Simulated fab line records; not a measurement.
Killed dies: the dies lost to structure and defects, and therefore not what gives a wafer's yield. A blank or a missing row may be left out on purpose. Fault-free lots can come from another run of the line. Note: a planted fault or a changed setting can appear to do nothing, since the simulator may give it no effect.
Problem report, 8D (eight disciplines) form, completed by code	flow n5-finfet	the parts of the form that need people (team, actions taken, sign-off) are left out

== 1. WHAT IS WRONG ==
Wafers without a fault read 399.96 C, standard deviation 0.23; susceptor-temp-C at N5_BEOL_M11_PECVD_70 reads a mean of 388.25 C on 2 wafers belonging to 2 lots. That puts it -51 standard deviations away from the usual mean.
The step: deposits SiO2 from TEOS/O2, target thk 20 nm, time 22.7 s.
Seen first at day 11 15:23 on pecvd-02, wafer L592.2. The record has a number at this step for 14 wafers belonging to 6 lots. Rule for "out", or "out of limits": more than 4 standard deviations from the usual mean. The other wafers with a number count as sound.

== 2. WHAT IT IS AND WHAT IT IS NOT ==
question	is	is not
which readings at this step	susceptor-temp-C	heater-power-w, showerhead-plenum-p-Torr
which lots	L592, L593	L590, L600, L602, L603
which wafers of those lots	all that have a number	-
read on which tools	pecvd-02	pecvd-01, pecvd-04
when	from day 11 15:23	up to then (3 sound wafers); but 9 sound wafers of L600, L602, L603 came after

== 3. THE SUSPECTS, EACH WITH WHAT RULES IT OUT ==
Counting: a tool at a process step up to the reading stays a suspect if it ran every lot that is out and no sound lot after the first of them.
- pecvd-04 at N5_BEOL_M11_ILD_DEP_00 (deposits SiCOH lowk from DEMS/porogen, target thk 308.51 nm, time 58 s): kept. It ran every lot that is out, first L592 (day 11 14:46), and no sound lot after that.
- pecvd-02 at N5_BEOL_M11_PECVD_70 (deposits SiO2 from TEOS/O2, target thk 20 nm, time 22.7 s): kept. All lots that are out passed through it, beginning with L592 at day 11 15:23, and no sound lot followed; its final sound lot before that point was L590 at day 10 22:25. Out on those wafers are its own readings of susceptor-temp-C.
Left after counting: pecvd-04 at N5_BEOL_M11_ILD_DEP_00, pecvd-02 at N5_BEOL_M11_PECVD_70.

== 4. THE CAUSE (what the simulator had put in) ==
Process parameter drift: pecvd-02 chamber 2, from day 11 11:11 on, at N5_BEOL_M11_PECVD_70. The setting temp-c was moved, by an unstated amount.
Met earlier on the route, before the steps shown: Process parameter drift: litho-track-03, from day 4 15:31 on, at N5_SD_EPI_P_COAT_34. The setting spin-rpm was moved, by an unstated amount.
2 suspects survive the count, and this tool is in that group.

== 5. THE EFFECT CHAIN, in route order ==
Each row: a reading whose mean over the struck wafers that have a number lies more than 3 standard deviations from the usual. Only readings whose record carries a usual standard deviation are examined. hours: median over the lots of the time between each lot's start at the first step of this table that gives one and its start at this step. sigmas: the change, counted in usual standard deviations.
hours	step	reading	usual	on struck wafers	change	sigmas
0	N5_BEOL_M11_PECVD_70	susceptor-temp-C	399.96 C	388.25	-11.70	-51
Its process steps:
- N5_BEOL_M11_PECVD_70: deposits SiO2 from TEOS/O2, target thk 20 nm, time 22.7 s.
Later steps that measure or inspect, where all struck wafers having a row at the step show a number for every such reading and not one has moved that far: N5_BEOL_M11_CD_MEAS_11, N5_BEOL_M11_OVL_MEAS_12, N5_BEOL_M11_INSPECT_13, N5_BEOL_M11_CD_MEAS_18, N5_BEOL_M11_CD_MEAS_28.

== 6. HOW IT WOULD HAVE BEEN CAUGHT EARLIER ==
4 hours passed between the start of the fault at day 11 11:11 and the first reading out of limits in this record, taken at day 11 15:23.
